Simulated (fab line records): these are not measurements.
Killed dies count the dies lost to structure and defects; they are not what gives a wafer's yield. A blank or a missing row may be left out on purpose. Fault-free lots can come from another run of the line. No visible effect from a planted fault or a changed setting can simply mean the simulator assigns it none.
Matching of chambers :: flow n5Finfet :: N5_FIN_SAQP_SPACER1_ALD_24 on aldSin-04: 4 sister chambers
The step deposits SiO2, target thk 20.3 nm, pulse time 1 s, purge time 2 s. 8 wafers are shown with their chamber, then 10 later ones without.

EACH WAFER AND ITS CHAMBER
wafer: L079.3
chamber: 3
heaterPowerW (W): 551
precursorPulseHeightRel: 0.983

wafer: L080.2
chamber: 3
heaterPowerW (W): 570
precursorPulseHeightRel: 0.985

wafer: L084.1
chamber: 2
heaterPowerW (W): 564
precursorPulseHeightRel: 1.001

wafer: L087.1
chamber: 0
heaterPowerW (W): 451
precursorPulseHeightRel: 0.991

wafer: L087.5
chamber: 2
heaterPowerW (W): 573
precursorPulseHeightRel: 1.007

wafer: L087.6
chamber: 1
heaterPowerW (W): 483
precursorPulseHeightRel: 1.003

wafer: L091.3
chamber: 0
heaterPowerW (W): 455
precursorPulseHeightRel: 1.017

wafer: L091.4
chamber: 1
heaterPowerW (W): 489
precursorPulseHeightRel: 1.004

WAFERS WITHOUT THEIR CHAMBER
wafer: L091.5
heaterPowerW (W): 536
precursorPulseHeightRel: 0.978

wafer: L092.2
heaterPowerW (W): 561
precursorPulseHeightRel: 1.043

wafer: L092.4
heaterPowerW (W): 453
precursorPulseHeightRel: 1.010

wafer: L092.5
heaterPowerW (W): 553
precursorPulseHeightRel: 1.008

wafer: L093.3
heaterPowerW (W): 478
precursorPulseHeightRel: 0.996

wafer: L093.5
heaterPowerW (W): 552
precursorPulseHeightRel: 0.989

wafer: L093.6
heaterPowerW (W): 454
precursorPulseHeightRel: 0.970

wafer: L094.2
heaterPowerW (W): 562
precursorPulseHeightRel: 1.037

wafer: L094.3
heaterPowerW (W): 471
precursorPulseHeightRel: 0.979

wafer: L094.5
heaterPowerW (W): 440
precursorPulseHeightRel: 1.015

WHICH CHAMBER EACH ONE RAN IN
wafer: L091.5
from the rows above: can't be placed: 3 or 2
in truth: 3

wafer: L092.2
from the rows above: 2
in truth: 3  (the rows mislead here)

wafer: L092.4
from the rows above: 0
in truth: 0

wafer: L092.5
from the rows above: can't be placed: 2 or 3
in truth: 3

wafer: L093.3
from the rows above: 1
in truth: 1

wafer: L093.5
from the rows above: can't be placed: 3 or 2
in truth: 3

wafer: L093.6
from the rows above: can't be placed: 0 or 1
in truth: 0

wafer: L094.2
from the rows above: 2
in truth: 2

wafer: L094.3
from the rows above: can't be placed: 1 or 0
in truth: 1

wafer: L094.5
from the rows above: 0
in truth: 0
Correct placement for 4 of the 10. Unplaceable from these rows: 5, with the true chamber sitting among the candidates in 5. Number placed wrongly: 1.
How it was worked out, from the rows above alone: a wafer's distance from a chamber is the root of the sum, over the readings, of the square of ((its reading less the chamber's mean) divided by the reading's scatter). If the next closest chamber is less than 2 further off than the closest, the wafer can't be placed; otherwise it belongs to the closest. Each chamber's mean is taken over the wafers shown for it. How the scatter is found: for the shown wafers, subtract from each reading the mean of its chamber, square and add these, divide the total by (wafers less chambers), then take the root.
